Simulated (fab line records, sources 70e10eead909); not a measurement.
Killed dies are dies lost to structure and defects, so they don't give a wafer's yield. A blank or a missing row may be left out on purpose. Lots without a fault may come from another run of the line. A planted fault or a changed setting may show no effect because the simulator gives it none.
Tool commonality check | flow nand_harc | 2 lots, 6 wafers sampled

WHY IT WAS OPENED
At NHARC_END_SORT_01 the reading defect_limited_yield is flagged on 2 of 2 lots. Wafers without a fault read 90.9 %, standard deviation 2.6.
Rule: a lot is flagged when every wafer of it that has a number lies more than 4 standard deviations from that mean, or none has a number. The other lots count as sound.

lot  | measured     | on        | defect_limited_yield (%), wafer by wafer | flag
L781 | day 28 21:55 | prober-01 | 61.0 63.2 62.2                           | FLAGGED
L782 | day 29 04:56 | prober-01 | 67.4 64.4 66.0                           | FLAGGED
The numbers of the flagged lots are 64.0 % on average: -26.9 % against the usual, or -10 standard deviations.

WHICH TOOL RAN EACH LOT
The record holds 3 process steps before the reading, out of a route of 1302 steps. In each cell: the tool, then ch and the chambers that the sampled wafers went through, then the start.
lot  | flag    | NHARC_A_M1_ECD_22              | NHARC_THIN_TSV_STRIP_45              | NHARC_THIN_TSV_STRIP_62
L781 | FLAGGED | ecd_cu-01 ch 0,1, day 27 11:52 | plasma_asher-02 ch 1, day 28 08:17   | plasma_asher-02 ch 1, day 28 09:51
L782 | FLAGGED | ecd_cu-01 ch 0,1, day 27 17:47 | plasma_asher-02 ch 0,1, day 28 13:00 | plasma_asher-02 ch 0,1, day 28 14:35
What these steps do:
- NHARC_A_M1_ECD_22: material Cu, target thk 400 nm.
- NHARC_THIN_TSV_STRIP_45: strips in O2.
- NHARC_THIN_TSV_STRIP_62: strips in N2/H2, time 20 s.
- NHARC_END_SORT_01

FLAGGED OVER TOTAL, TOOL BY TOOL (the gauges that took the reading come last)
step                    | tool            | lots run | flagged | share of the flagged lots | sound lots run after its first flagged lot
NHARC_A_M1_ECD_22       | ecd_cu-01       | 2        | 2       | all                       | 0
NHARC_THIN_TSV_STRIP_45 | plasma_asher-02 | 2        | 2       | all                       | 0
NHARC_THIN_TSV_STRIP_62 | plasma_asher-02 | 2        | 2       | all                       | 0
NHARC_END_SORT_01       | prober-01       | 2        | 2       | all                       | 0

WHAT THE TABLE ALLOWS
4 rows of the table ran every flagged lot: ecd_cu-01 at NHARC_A_M1_ECD_22, plasma_asher-02 at NHARC_THIN_TSV_STRIP_45, plasma_asher-02 at NHARC_THIN_TSV_STRIP_62, prober-01 at NHARC_END_SORT_01.
- ecd_cu-01 at NHARC_A_M1_ECD_22: 2 of its 2 lots flagged. It ran no sound lot before its first flagged lot in this sample, so the start can't be narrowed down.
- plasma_asher-02 at NHARC_THIN_TSV_STRIP_45: 2 of its 2 lots flagged. It ran no sound lot before its first flagged lot in this sample, so the start can't be narrowed down.
- plasma_asher-02 at NHARC_THIN_TSV_STRIP_62: 2 of its 2 lots flagged. It ran no sound lot before its first flagged lot in this sample, so the start can't be narrowed down.
- prober-01 at NHARC_END_SORT_01: 2 of its 2 lots flagged. It ran no sound lot before its first flagged lot in this sample, so the start can't be narrowed down.
Counting lots can't tell these 3 tools apart, because each fits a fault that began at some hour. More lots, or a look at what each step does to the wafer, might.

WHAT THE SIMULATOR HAD PUT IN
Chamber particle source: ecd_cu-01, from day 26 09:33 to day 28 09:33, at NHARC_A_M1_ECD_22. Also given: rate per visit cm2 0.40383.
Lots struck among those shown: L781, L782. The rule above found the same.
